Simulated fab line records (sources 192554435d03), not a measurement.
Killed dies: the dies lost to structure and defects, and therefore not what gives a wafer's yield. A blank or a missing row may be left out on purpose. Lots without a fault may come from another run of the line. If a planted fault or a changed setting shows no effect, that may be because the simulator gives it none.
Which tool did it? -- flow n5 finfet -- 28 wafers from 11 lots sampled at 4 of the route's 1938 steps

== WHAT THE GAUGES SHOWED, per wafer ==
N5_HKMG_FIN_OVL_MEAS_13.
lot,measured,on,NWFM_OVL (nm)
L480,day 4 12:35,overlay-02,0.0 0.0 -0.3
L483,day 5 04:14,overlay-01,-0.5 -0.3 -0.6
L484,day 5 10:56,overlay-01,0.2 0.7 0.4
L486,day 5 20:50,overlay-01,-1.0 -0.5
L488,day 6 07:35,overlay-01,2.2 -0.5 0.3
L490,day 6 22:28,overlay-02,0.8 0.9 0.1
L497,day 8 14:18,overlay-01,-0.3 0.4
L499,day 9 02:05,overlay-01,0.3 0.4
L500,day 9 10:26,overlay-01,0.3 1.4
L501,day 9 16:37,overlay-01,-0.1 1.1
L502,day 9 23:14,overlay-02,1.1 0.2 0.7

== WHICH TOOL RAN EACH LOT (tool, then ch and the chambers of the sampled wafers, then the start) ==
lot,N5_HKMG_FIN_ETCH_55,N5_HKMG_FIN_ALD_36,N5_HKMG_FIN_PWFM_ALD_03
L480,"rie diel-06 ch 1,3, day 4 09:07","ald metal-01 ch 0,3, day 4 11:24","ald metal-04 ch 1,2, day 4 11:43"
L483,"rie diel-03 ch 0,2, day 5 00:57","ald metal-03 ch 0,1, day 5 03:02","ald metal-04 ch 2,3, day 5 03:22"
L484,"rie diel-02 ch 1,2, day 5 07:47","ald metal-03 ch 0,3, day 5 09:53","ald metal-01 ch 0,3, day 5 10:12"
L486,"rie diel-03 ch 2, day 5 17:40","ald metal-01 ch 2,3, day 5 19:46","ald metal-03 ch 0,2, day 5 20:05"
L488,"rie diel-03 ch 0,1,3, day 6 04:22","ald metal-01 ch 2,3, day 6 06:23","ald metal-03 ch 0,1, day 6 06:43"
L490,"rie diel-06 ch 0,1,2, day 6 19:15","ald metal-01 ch 0,2,3, day 6 21:17","ald metal-03 ch 1,2,3, day 6 21:36"
L497,"rie diel-06 ch 0,3, day 8 11:02","ald metal-04 ch 3, day 8 13:07","ald metal-03 ch 0,3, day 8 13:26"
L499,"rie diel-06 ch 0,3, day 8 22:59","ald metal-03 ch 0,2, day 9 01:01","ald metal-03 ch 0,3, day 9 01:20"
L500,"rie diel-06 ch 2,3, day 9 07:13","ald metal-03 ch 2,3, day 9 09:15","ald metal-01 ch 2,3, day 9 09:34"
L501,"rie diel-02 ch 0,2, day 9 12:04","ald metal-03 ch 3, day 9 15:16","ald metal-01 ch 0,1, day 9 15:52"
L502,"rie diel-03 ch 1,2,3, day 9 19:49","ald metal-04 ch 0,1, day 9 22:02","ald metal-01 ch 1,2,3, day 9 22:22"
- N5_HKMG_FIN_ETCH_55: etches SOC in N2/H2, target depth 240 nm, time 300 s.
- N5_HKMG_FIN_ALD_36: deposits TiN, target thk 1 nm, pulse time 1 s, purge time 3 s.
- N5_HKMG_FIN_PWFM_ALD_03: deposits TiN, target thk 2 nm, pulse time 1 s, purge time 3 s.

== THE ANSWER, worked out from the rows above alone ==
Rule: usual is defined by the lots themselves. The widest of any qualifying gaps counts: lots, ordered by their means at a reading, are off when they make up no more than a third of the lots, leave a main group of 4 or more, and stand apart from it by 3 or more times the standard deviation of that group's means. A main group whose means are all the same, to the digits that the tables above print for the reading, isn't used. Also off: a lot with no number at a reading for which 4 or more lots have one. Any other lot the step has rows for is counted as sound.
No lot is off on any of the readings shown, so nothing can be concluded from this.

== WHAT THE SIMULATOR HAD PUT IN ==
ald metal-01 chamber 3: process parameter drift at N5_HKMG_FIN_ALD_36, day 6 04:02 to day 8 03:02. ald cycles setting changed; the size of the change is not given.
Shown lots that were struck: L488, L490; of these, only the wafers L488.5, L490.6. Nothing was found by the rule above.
